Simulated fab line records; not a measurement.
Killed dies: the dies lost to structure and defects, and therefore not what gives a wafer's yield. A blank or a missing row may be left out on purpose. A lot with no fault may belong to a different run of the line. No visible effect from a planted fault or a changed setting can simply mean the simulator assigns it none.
Comparing a struck lot with a sound one / flow nand-harc / 14 out of 1302 route steps
Sound: the wafers L360.1, L360.2, L360.4. The struck wafers were L369.3, L369.5, L369.6. The cause is named last.
Per side, at each step with rows, come the tool, then ch with its chambers, and then its first start. Under that, the readings that differ: sound wafers / struck wafers / difference of the means / sigmas: that difference in standard deviations of wafers without a fault.
alike: words and numbers the same on both sides, and readings whose means are apart by under 2 such deviations; not compared: readings that were withheld, readings missing a value for some wafer, numbers with overlapping values and no deviation given by the record, and bounds like >300 which may hide the same value.
A row with sigmas, a row that says differs or no value, or rows on one side alone: a step with any of these is where the two part. Non-overlapping numbers with no deviation appear without sigmas and do not part them. A reading missing from all wafers of one side parts the sides only when that side holds two or more wafers.

first, 7 steps without rows for these wafers: NHARC_A_STAIRCASE_COAT_304; NHARC_A_STAIRCASE_SOFTBAKE_305 (time 170 s); NHARC_A_STAIRCASE_EBR_306; NHARC_A_STAIRCASE_EXPOSE_307 (exposes mask CHOP 50); NHARC_A_STAIRCASE_PEB_308 (peb time 130 s); NHARC_A_STAIRCASE_DEVELOP_309 (time 140 s); NHARC_A_STAIRCASE_HARDBAKE_311 (time 140 s).
NHARC_A_STAIRCASE_DESCUM_312: chemistry O2, time 3 s.
  sound on rie-diel-04 ch 1,2,3, day 16 18:46; struck on rie-diel-12 ch 1,2, day 21 05:53
  alike: drypump-motor-current-A, oes-product-au, rf-vpp-V, showerhead-plenum-p-Torr, throttle-valve-pct
  not compared: rf-hours-counter-h
NHARC_A_STAIRCASE_ETCH_313: etches the open film in CF4/CHF3.
  sound on rie-diel-04 ch 1,2,3, day 16 18:52; struck on rie-diel-12 ch 1,2,3, day 21 05:58
  alike: bias-w, cf4-flow-sccm, drypump-motor-current-A, oes-product-au, rf-vpp-V, showerhead-plenum-p-Torr, throttle-valve-pct
  not compared: rf-hours-counter-h
NHARC_A_STAIRCASE_HM_OPEN_463: chemistry O2/COS.
  sound: rie-diel-04 ch 0,1,3; struck: rie-diel-12 ch 0,2,3
  alike: bias-w, drypump-motor-current-A, oes-product-au, rf-vpp-V, showerhead-plenum-p-Torr, throttle-valve-pct
  not compared: rf-hours-counter-h
then, 1 step without rows for these wafers: NHARC_A_STAIRCASE_STRIP_464 (strips in O2/COS).
NHARC_A_STAIRCASE_ETCH_453: etches the open film in CF4/O2, target depth 30 nm, overetch 3 nm, time 16.5 s.
  sound on rie-diel-04 ch 1,2,3, day 16 19:26; struck on rie-diel-12 ch 0,1,2, day 21 06:25
reading=cf4-flow-sccm (sccm); sound=79.96 79.86 80.25; struck=40.04 39.51 40.19; difference=-40.11; sigmas=-99 or more
reading=oes_f_703_au (a.u.); sound=1.007 1.000 0.996; struck=1.141 1.143 1.153; difference=+0.145; sigmas=+33
reading=oes_o_777_au (a.u.); sound=0.996 0.996 0.997; struck=2.031 2.034 2.034; difference=+1.037; sigmas=+99 or more
reading=showerhead-plenum-p-Torr (Torr); sound=1.37 1.32 1.41; struck=0.92 0.88 0.92; difference=-0.46; sigmas=-12
reading=throttle-valve-pct (%); sound=13.415 13.401 13.397; struck=10.361 10.376 10.368; difference=-3.036; sigmas=-99 or more
  alike: bias-w, drypump-motor-current-A, oes-product-au, rf-vpp-V
  not compared: rf-hours-counter-h
NHARC_A_STAIRCASE_ETCH_315: etches the open film in C4F8/O2/Ar, target depth 2500 nm, time 607.1 s.
  sound: rie-diel-04 ch 0,2,3; struck: rie-diel-12 ch 1,2
  alike: bias-w, oes-product-au, rf-vpp-V
  not compared: rf-hours-counter-h
-- break in the record here, with 8 days between the starts of the struck wafers on either side (left off in module A_STAIRCASE, picked up again in module END, where the first step shown is number 1302 on the route) --
NHARC_END_SORT_01:
  sound on prober-01 ch 0, day 23 21:11; struck on prober-01 ch 0, day 28 20:19
reading=killed-at-array; sound=90 103 96; struck=25 20 20; difference=-75; sigmas=-4
reading=killed-dies; sound=97 107 103; struck=28 24 24; difference=-77; sigmas=-4
  alike: killed-at-other, killed-at-periphery, killed-open, killed-short

## WHERE THEY PART
Earliest at NHARC_A_STAIRCASE_ETCH_453; latest, in this record, at NHARC_END_SORT_01.

WHY: what the simulator had put in
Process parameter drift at NHARC_A_STAIRCASE_ETCH_453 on rie-diel-12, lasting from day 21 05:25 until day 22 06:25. From 80, the setting cf4-flow-sccm moved by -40. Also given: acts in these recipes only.
